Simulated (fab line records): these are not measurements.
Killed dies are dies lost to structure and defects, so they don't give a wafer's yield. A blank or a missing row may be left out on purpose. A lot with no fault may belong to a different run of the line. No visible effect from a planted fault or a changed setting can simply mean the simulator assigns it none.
Code-filled problem report in 8D (eight disciplines) form | flow n5 finfet | the parts of the form that need people (team, actions taken, sign-off) are left out

1. WHAT WENT WRONG
killed_at_M0_to_M3 at N5_PASSIVATION_PROBE_49 reads a mean of 90 on 2 wafers of 2 lots; wafers without a fault read 33 with a standard deviation of 9.9. Measured from the usual mean, that is +5.8 standard deviations.
Seen first at day 17 13:29 on prober-02, wafer L987.2. At this step, 18 wafers from 6 lots have a number in the record. Rule for "out" (also "out of limits"): further than 4 standard deviations from the usual mean. All remaining wafers that have a number are taken as sound.

2. WHAT THIS IS AND IS NOT
question                    | is                 | is not
which readings at this step | killed_at_M0_to_M3 | killed_at_M4_up, killed at contacts, killed at other, killed open, killed short
which lots                  | L987, L990         | L972, L973, L974, L981
which wafers of those lots  | L987.2, L990.6     | L987.1, L987.3, L990.1, L990.5
read on which tools         | prober-02          | prober-01
when                        | from day 17 13:29  | up to then (13 sound wafers); but 3 sound wafers of L987, L990 came after

3. SUSPECTS, AND WHAT RULES EACH OUT
Counting: any tool at a process step up to the reading remains a suspect provided it ran every lot that is out. Sound lots after the first of them don't rule it out here, since some wafers of a struck lot are sound.
- pvd sputter-02 at N5_BEOL_M1_SPUTTER_48 (material Cu, target thk 4.5 nm, time 8.29 s): kept. It ran every lot that is out, first L987 (day 11 03:46); its last sound lot up to then is L973 (day 7 10:35).
- prober-02 at N5_PASSIVATION_PROBE_49: kept. It ran every lot that is out, first L987 (day 17 13:26); its last sound lot up to then is L973 (day 14 05:54). On those wafers its own readings are out: killed_at_M0_to_M3.
After counting, pvd sputter-02 at N5_BEOL_M1_SPUTTER_48 and prober-02 at N5_PASSIVATION_PROBE_49 remain.

4. THE CAUSE (what the simulator had put in)
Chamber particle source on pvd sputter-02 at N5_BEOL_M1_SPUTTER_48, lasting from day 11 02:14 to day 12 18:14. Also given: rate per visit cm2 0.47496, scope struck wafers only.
2 suspects survive the count, and this tool is in that group.

5. SEQUENCE OF EFFECTS, ordered by route
Rows list readings where the struck wafers' mean (over those with a number) sits beyond 3 standard deviations from the usual. Only readings whose record carries a usual standard deviation are examined. hours: median over the lots of the time between each lot's start at the first step of this table that gives one and its start at this step. sigmas: the change, counted in usual standard deviations.
hours | step                    | reading              | usual  | on struck wafers | change | sigmas
0     | N5_PASSIVATION_PROBE_49 | defect limited yield | 91.1 % | 85.0             | -6.0   | -4.0
0     | N5_PASSIVATION_PROBE_49 | killed_at_M0_to_M3   | 33     | 90               | +58    | +5.8
0     | N5_PASSIVATION_PROBE_49 | killed dies          | 105    | 176              | +72    | +4.2
0     | N5_PASSIVATION_PROBE_49 | killed on rim        | 14     | 28               | +14    | +3.5
0     | N5_PASSIVATION_PROBE_49 | sort_bin_5_function  | 5.2 %  | 9.1              | +3.9   | +4.2
0     | N5_PASSIVATION_PROBE_49 | sort n pass          | 1075   | 1004             | -72    | -4.2
0     | N5_PASSIVATION_PROBE_49 | sort yield pct       | 91.1 % | 85.0             | -6.0   | -4.0
Its process steps:
- N5_PASSIVATION_PROBE_49

6. HOW IT WOULD HAVE BEEN CAUGHT EARLIER
In this record no reading fell out of limits until day 17 13:29, 155 hours after the fault had begun at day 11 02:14.
An alarm limit of 4 standard deviations would not have fired on the tool readings at N5_BEOL_M1_SPUTTER_48 for which the record gives a usual standard deviation, since none of them was out on any struck wafer.
Each of the lots that are out, 2 in all, had begun N5_BEOL_M1_SPUTTER_48 on pvd sputter-02 no later than day 17 13:29. A hold on the tool at that time would have spared none of them.
